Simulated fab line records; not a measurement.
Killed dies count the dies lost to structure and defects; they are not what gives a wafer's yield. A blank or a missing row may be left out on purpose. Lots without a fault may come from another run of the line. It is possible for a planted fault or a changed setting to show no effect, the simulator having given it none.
Matching of chambers ; flow nand_harc ; rie_diel-13 running NHARC_A_CHANNEL_FILL_D1_ETCHBACK_20: 4 sister chambers
The step etches the open film in C4F8/O2/Ar, target depth 27 nm, time 13.5 s. 8 wafers are shown with their chamber, then 11 later ones without.

== WAFERS WITH THEIR CHAMBER ==
wafer;chamber;rf_vpp_V (V);oes_product_au (a.u.)
L088.6;1;976;1.00
L088.3;3;987;1.00
L088.4;2;985;0.99
L088.5;0;987;0.98
L092.2;2;984;1.01
L092.3;1;976;1.02
L092.6;0;986;0.99
L094.1;3;990;1.00

== WAFERS WITHOUT THEIR CHAMBER ==
wafer;rf_vpp_V (V);oes_product_au (a.u.)
L094.2;975;1.00
L094.3;988;0.97
L094.4;985;0.99
L094.5;986;1.00
L094.6;976;1.01
L095.2;987;1.00
L095.5;975;1.01
L095.6;988;1.00
L097.3;987;1.00
L097.4;985;1.00
L097.6;985;1.00

== WHICH CHAMBER EACH ONE RAN IN ==
wafer;from the rows above;in truth
L094.2;1;1
L094.3;can't be placed: 0 or 3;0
L094.4;can't be placed: 2 or 0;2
L094.5;can't be placed: 2 or 0 or 3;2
L094.6;1;1
L095.2;can't be placed: 3 or 0 or 2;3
L095.5;1;1
L095.6;can't be placed: 3 or 0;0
L097.3;can't be placed: 3 or 0 or 2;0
L097.4;can't be placed: 2 or 0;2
L097.6;can't be placed: 2 or 0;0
3 of 11 placed correctly. Cannot be placed on the basis of these rows: 8; the candidates contain the true chamber in 8. Placed wrongly: 0.
How it was worked out, from the rows above alone: a wafer's distance from a chamber is the root of the sum, over the readings, of the square of ((its reading less the chamber's mean) divided by the reading's scatter). If the next closest chamber is less than 2 further off than the closest, the wafer can't be placed; otherwise it belongs to the closest. A chamber's mean is the mean of its shown wafers. How the scatter is found: for the shown wafers, subtract from each reading the mean of its chamber, square and add these, divide the total by (wafers less chambers), then take the root.
